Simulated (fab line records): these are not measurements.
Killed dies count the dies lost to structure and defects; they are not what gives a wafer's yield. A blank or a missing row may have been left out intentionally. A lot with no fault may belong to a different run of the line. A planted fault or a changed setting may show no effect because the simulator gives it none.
Split-lot experiment | flow n5_finfet | route with 1938 steps; 7 lots, 21 wafers read

THE SPLIT ITSELF
At N5_SDB_COAT_03 (time 60 s, resist thk 100 nm), the setting spin_rpm was moved away from the recipe's 1500 rpm on 7 of the 21 wafers read, by -11.2% to +8.8%. For the rest of the wafers, this setting stayed at what the recipe calls for.

FROM THE SPLIT TO THE READING: what the file shows between them, 4 steps
- N5_SDB_COAT_04: time 60 s, resist thk 18 nm
- N5_SDB_COAT_05: resist thk 90 nm
- N5_SDB_DESCUM_16: chemistry O2, time 7.9 s
- N5_SDB_ETCH_17: etches SiARC in CF4, target depth 23.4 nm, time 39 s

THE READING
etch.depth_nm (the simulator's own value, which no gauge read), in nm, at N5_SDB_ETCH_18 (etches SOC in N2/H2, target depth 100 nm, overetch 20 nm, time 150 s). No usual value for it is given in the file. Across the 14 wafers here that went through the recipe, the average is 99.85 nm and the standard deviation 0.48 nm.

wafer  | tool, chamber at the split | spin_rpm as run, rpm | against the recipe | etch.depth_nm, nm | against lot-mates on the recipe
L074.3 | litho_track-02, 0          | 1632                 | +8.8%              | 95.84             | -3.88
L074.5 | litho_track-02, 0          | 1500                 | recipe             | 99.86             | -
L074.6 | litho_track-02, 0          | 1500                 | recipe             | 99.57             | -
L077.1 | litho_track-01, 0          | 1332                 | -11.2%             | 105.3             | +6.02
L077.2 | litho_track-01, 0          | 1500                 | recipe             | 99.43             | -
L077.3 | litho_track-01, 0          | 1500                 | recipe             | 99.13             | -
L078.1 | litho_track-02, 0          | 1608                 | +7.2%              | 96.43             | -3.57
L078.4 | litho_track-02, 0          | 1500                 | recipe             | 100               | -
L078.5 | litho_track-02, 0          | 1608                 | +7.2%              | 96.74             | -3.26
L082.1 | litho_track-01, 0          | 1500                 | recipe             | 99.19             | -
L082.2 | litho_track-01, 0          | 1500                 | recipe             | 99.04             | -
L082.6 | litho_track-01, 0          | 1391                 | -7.3%              | 103.2             | +4.08
L084.2 | litho_track-05, 0          | 1500                 | recipe             | 100.6             | -
L084.4 | litho_track-05, 0          | 1500                 | recipe             | 100.2             | -
L084.5 | litho_track-05, 0          | 1500                 | recipe             | 100.1             | -
L093.1 | litho_track-02, 0          | 1500                 | recipe             | 100.1             | -
L093.4 | litho_track-02, 0          | 1337                 | -10.9%             | 106.1             | +5.80
L093.6 | litho_track-02, 0          | 1500                 | recipe             | 100.5             | -
L094.2 | litho_track-01, 0          | 1500                 | recipe             | 99.96             | -
L094.4 | litho_track-01, 0          | 1500                 | recipe             | 100.2             | -
L094.5 | litho_track-01, 0          | 1601                 | +6.7%              | 96.74             | -3.34

FIT RESULTS
A straight line over all 21 wafers: etch.depth_nm changes by -0.491 nm for each +1% of spin_rpm; r = -0.98; the points scatter about the line by 0.48 nm.
The same after taking each lot's own level away (the mean of its wafers on the recipe; 21 wafers): -0.509 nm for each +1%; r = -1.00; scatter 0.23 nm.
According to that fit, moving spin_rpm by its largest amount changes the reading by 5.7 nm.
From 99.115 to 100.300 nm: that is the span of the lots' own levels, equal to 2.5 times the standard deviation above.
Consequently the slope shifts little with the lot-to-lot level, the two slopes agreeing.
Check: +5.71 nm against its lot-mates is what the line predicts for one of the wafers moved furthest among these (-11.2%) when that wafer is left out of the fit. Against them it came out at +6.02 nm.

FURTHER SPLITS ON THESE WAFERS
Before the reading, these wafers also passed through other splits. Each is held against what the fit with the lots' levels taken away leaves over:
other split on the same wafers        | wafers away from the commonest value | r with etch.depth_nm (lot level and that fit taken away)
N5_WELL_APT_PEB_06 peb_time_s         | 8                                    | +0.12
N5_WELL_APT_DESCUM_13 time_s          | 5                                    | -0.17
N5_WELL_APT_PEB_23 peb_temp_c         | 9                                    | +0.16
N5_FIN_SAQP_COAT_68 spin_rpm          | 5                                    | -0.20
N5_STI_FIN_REVEAL_ETCHBACK_08 time_s  | 7                                    | +0.13
N5_STI_FIN_REVEAL_OXIDATION_31 time_s | 2                                    | -0.14
N5_SD_EPI_N_ETCH_35 source_w          | 4                                    | +0.07

THE WHOLE CHAIN: every reading that the file lists as answering this split, in the file's order
step            | what it does                                                         | reading                                                                    | change (the file's fit)               | r (the file's)
N5_SDB_COAT_03  | time 60 s, resist thk 100 nm                                         | SOC_of_SDB_COAT_03.thk_nm (the simulator's own value, which no gauge read) | -0.514 nm for each +1% of the setting | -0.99
N5_SDB_ETCH_18  | etches SOC in N2/H2, target depth 100 nm, overetch 20 nm, time 150 s | etch.depth_nm (the simulator's own value, which no gauge read)             | -0.512 nm for each +1% of the setting | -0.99
N5_SDB_STRIP_22 | strips in N2/H2                                                      | strip_time_to_endpoint_s                                                   | withheld for each +1% of the setting  | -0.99

THE FILE'S OWN FIT
etch.depth_nm changes by -0.512 nm for each +1% of spin_rpm, r = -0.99.
